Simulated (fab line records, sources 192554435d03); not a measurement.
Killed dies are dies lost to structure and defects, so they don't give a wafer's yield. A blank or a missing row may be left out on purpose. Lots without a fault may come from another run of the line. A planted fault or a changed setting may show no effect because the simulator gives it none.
One fault seen from 2 desks | flow n5_finfet | each desk has only its own numbers; what lay behind them comes last

THE TOOL OWNER'S DESK: litho_track-01
The tool's own readings at N5_BEOL_M2_COAT_73 (time 60 s, resist thk 5 nm): means of the sampled wafers that have a number, for each lot that ran on this tool. A lot is out of limits, marked OUT, if its mean lies more than 4 standard deviations from the usual mean; the brackets give that distance.
Columns: A = exhaust_pa at N5_BEOL_M2_COAT_73, usual 45.1 Pa; B = heater_power_total_W at N5_BEOL_M2_COAT_73, usual 391.8 W; C = plate_temp_C at N5_BEOL_M2_COAT_73, usual 204.98 C
lot  | first seen here | A    | B               | C
L418 | day 7 21:37     | 44.7 | 392.1           | 204.95
L419 | day 7 22:39     | 44.1 | 391.9           | 204.93
L421 | day 8 14:41     | 45.0 | 408.0 (+12) OUT | 211.49 (+50) OUT
L422 | day 9 00:54     | 44.9 | 406.8 (+11) OUT | 211.35 (+49) OUT
L434 | day 11 22:38    | 45.2 | 391.3           | 204.86
This desk's finding: out of limits on L421, L422; first on L421, day 8 14:41 (heater_power_total_W at N5_BEOL_M2_COAT_73). In limits: L418, L419, L434.

THE METROLOGY DESK
What the gauges read, lot by lot, whatever tool the lot ran on: means of the sampled wafers that have a number. A lot is out of limits, marked OUT, if its mean lies more than 4 standard deviations from the usual mean; the brackets give that distance. Of its 10 readings 7 are shown: those that lie furthest out on some lot.
Columns: A = DIBL_P at N5_BEOL_M4_RC_MEAS_101, usual 35.8 mV/V; B = IOFF_N at N5_BEOL_M4_RC_MEAS_101, usual 0.157 nA/um; C = IOFF_P at N5_BEOL_M4_RC_MEAS_101, usual 0.21 nA/um; D = ION_P at N5_BEOL_M4_RC_MEAS_101, usual 465 uA/um; E = SS_N at N5_BEOL_M4_RC_MEAS_101, usual 71.3 mV/dec; F = SS_P at N5_BEOL_M4_RC_MEAS_101, usual 73.2 mV/dec; G = VT_P at N5_BEOL_M4_RC_MEAS_101, usual -250 mV
lot  | first seen here | A    | B     | C    | D   | E    | F    | G
L417 | day 10 01:29    | 32.6 | 0.125 | 0.17 | 465 | 70.7 | 72.7 | -253
L418 | day 10 13:10    | 35.0 | 0.166 | 0.23 | 467 | 71.2 | 73.2 | -247
L419 | day 10 16:06    | 36.9 | 0.202 | 0.25 | 466 | 72.2 | 74.3 | -248
L421 | day 11 03:11    | 35.3 | 0.139 | 0.22 | 465 | 70.8 | 73.0 | -249
L422 | day 11 04:52    | 36.0 | 0.170 | 0.26 | 477 | 70.7 | 73.1 | -244
L429 | day 12 12:54    | 36.2 | 0.145 | 0.18 | 459 | 71.4 | 72.6 | -253
L430 | day 13 04:33    | 34.7 | 0.125 | 0.20 | 462 | 70.7 | 72.8 | -250
L431 | day 13 19:41    | 35.8 | 0.140 | 0.21 | 463 | 71.3 | 73.5 | -248
L432 | day 14 01:10    | 34.7 | 0.143 | 0.19 | 460 | 71.0 | 73.2 | -252
L434 | day 14 03:45    | 36.0 | 0.172 | 0.23 | 467 | 71.4 | 73.1 | -248
This desk's finding: nothing out of limits on any of the 10 lots.

PUT TOGETHER
The tool owner's desk could have raised an alarm at day 8 14:41, on L421, L422.
The metrology desk saw nothing out of limits.
The metrology desk has L421, L422 on record, within its limits.
Of the lots named, all ran N5_BEOL_M2_COAT_73 on litho_track-01.

WHAT THE SIMULATOR HAD PUT IN
Process parameter drift: litho_track-01, from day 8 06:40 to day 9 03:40, at N5_BEOL_M2_COAT_73. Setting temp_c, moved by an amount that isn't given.
Lots struck among those shown: L421, L422.
Hours from the fault's start to each desk's first reading out of limits: the tool owner's desk, 8.
